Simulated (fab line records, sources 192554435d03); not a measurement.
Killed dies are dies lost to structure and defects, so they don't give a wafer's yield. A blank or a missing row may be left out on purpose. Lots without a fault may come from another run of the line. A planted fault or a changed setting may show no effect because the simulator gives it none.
Split-lot experiment | flow n5_finfet | 7 lots, 21 wafers read, on a route of 1938 steps

THE SPLIT
At N5_BEOL_M3_COAT_22 (resist thk 30 nm), the setting spin_rpm was moved away from the recipe's 1500 rpm on 9 of the 21 wafers read, by -8.1% to +10.9%. The other wafers ran this setting at the recipe's value.

FROM THE SPLIT TO THE READING: what the file shows between them, 4 steps
- N5_BEOL_M3_EBR_24
- N5_BEOL_M3_SOFTBAKE_23: time 60 s
- N5_BEOL_M3_EXPOSE_25: exposes mask V2, defocus 5 nm
- N5_BEOL_M3_PEB_26: peb time 60 s

THE READING
CAR-EUV_of_BEOL_M3_COAT_22.thk_nm (the simulator's own value, which no gauge read), in nm, at N5_BEOL_M3_DEVELOP_27 (develop time 30 s). The file gives no usual value for it. The 12 wafers here that ran the recipe average 29.4 nm, standard deviation 0.075 nm.

wafer  | tool, chamber at the split | spin_rpm as run, rpm | against the recipe | CAR-EUV_of_BEOL_M3_COAT_22.thk_nm, nm | against lot-mates on the recipe
L079.1 | litho_track-05, 0          | 1500                 | recipe             | 29.6                                  | -
L079.5 | litho_track-05, 0          | 1500                 | recipe             | 29.6                                  | -
L079.4 | litho_track-05, 0          | 1500                 | recipe             | 29.4                                  | -
L081.2 | litho_track-01, 0          | 1447                 | -3.5%              | 30                                    | no lot-mate on the recipe
L081.3 | litho_track-01, 0          | 1447                 | -3.5%              | 30                                    | no lot-mate on the recipe
L081.6 | litho_track-01, 0          | 1447                 | -3.5%              | 30                                    | no lot-mate on the recipe
L083.1 | litho_track-05, 0          | 1500                 | recipe             | 29.4                                  | -
L083.3 | litho_track-05, 0          | 1500                 | recipe             | 29.4                                  | -
L083.5 | litho_track-05, 0          | 1500                 | recipe             | 29.4                                  | -
L090.1 | litho_track-02, 0          | 1500                 | recipe             | 29.4                                  | -
L090.5 | litho_track-02, 0          | 1433                 | -4.5%              | 30.2                                  | +0.8
L090.6 | litho_track-02, 0          | 1433                 | -4.5%              | 30.2                                  | +0.8
L086.3 | litho_track-05, 0          | 1500                 | recipe             | 29.4                                  | -
L086.5 | litho_track-05, 0          | 1379                 | -8.1%              | 30.8                                  | +1.4
L086.6 | litho_track-05, 0          | 1379                 | -8.1%              | 30.8                                  | +1.4
L091.1 | litho_track-05, 0          | 1500                 | recipe             | 29.4                                  | -
L091.2 | litho_track-05, 0          | 1664                 | +10.9%             | 27.8                                  | -1.6
L091.5 | litho_track-05, 0          | 1664                 | +10.9%             | 27.8                                  | -1.6
L092.4 | litho_track-01, 0          | 1500                 | recipe             | 29.4                                  | -
L092.5 | litho_track-01, 0          | 1500                 | recipe             | 29.4                                  | -
L092.6 | litho_track-01, 0          | 1500                 | recipe             | 29.4                                  | -

THE FIT
A straight line over all 21 wafers: CAR-EUV_of_BEOL_M3_COAT_22.thk_nm changes by -0.157 nm for each +1% of spin_rpm; r = -1.00; the points scatter about the line by 0.071 nm.
The same after taking each lot's own level away (the mean of its wafers on the recipe; 18 wafers): -0.158 nm for each +1%; r = -1.00; scatter 0.071 nm.
On that fit, the largest move of spin_rpm shifts the reading by 1.7 nm.
The lots' own levels span 29.40 to 29.53 nm, that is 1.8 times the standard deviation above.
So the lot-to-lot level changes the slope little: the two slopes agree.
Check: with one of the wafers moved furthest among these (+10.9%) left out of the fit, the line predicts -1.74 nm for it against its lot-mates. It came out at -1.6 nm against them.

OTHER SPLITS ON THESE WAFERS
These wafers also went through other splits before the reading. Each is held against what the fit with the lots' levels taken away leaves over:
other split on the same wafers | wafers away from the commonest value | r with CAR-EUV_of_BEOL_M3_COAT_22.thk_nm (lot level and that fit taken away)
N5_BEOL_M3_ETCH_64 time_s      | 6                                    | +0.10

THE WHOLE CHAIN: every reading that the file lists as answering this split, in the file's order
step                  | what it does      | reading                                                                            | change (the file's fit)               | r (the file's)
N5_BEOL_M3_COAT_22    | resist thk 30 nm  | CAR-EUV_of_BEOL_M3_COAT_22.thk_nm (the simulator's own value, which no gauge read) | -0.15 nm for each +1% of the setting  | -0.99
N5_BEOL_M3_DEVELOP_27 | develop time 30 s | CAR-EUV_of_BEOL_M3_COAT_22.thk_nm (the simulator's own value, which no gauge read) | -0.158 nm for each +1% of the setting | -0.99

THE FILE'S OWN FIT
CAR-EUV_of_BEOL_M3_COAT_22.thk_nm changes by -0.158 nm for each +1% of spin_rpm, r = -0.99.
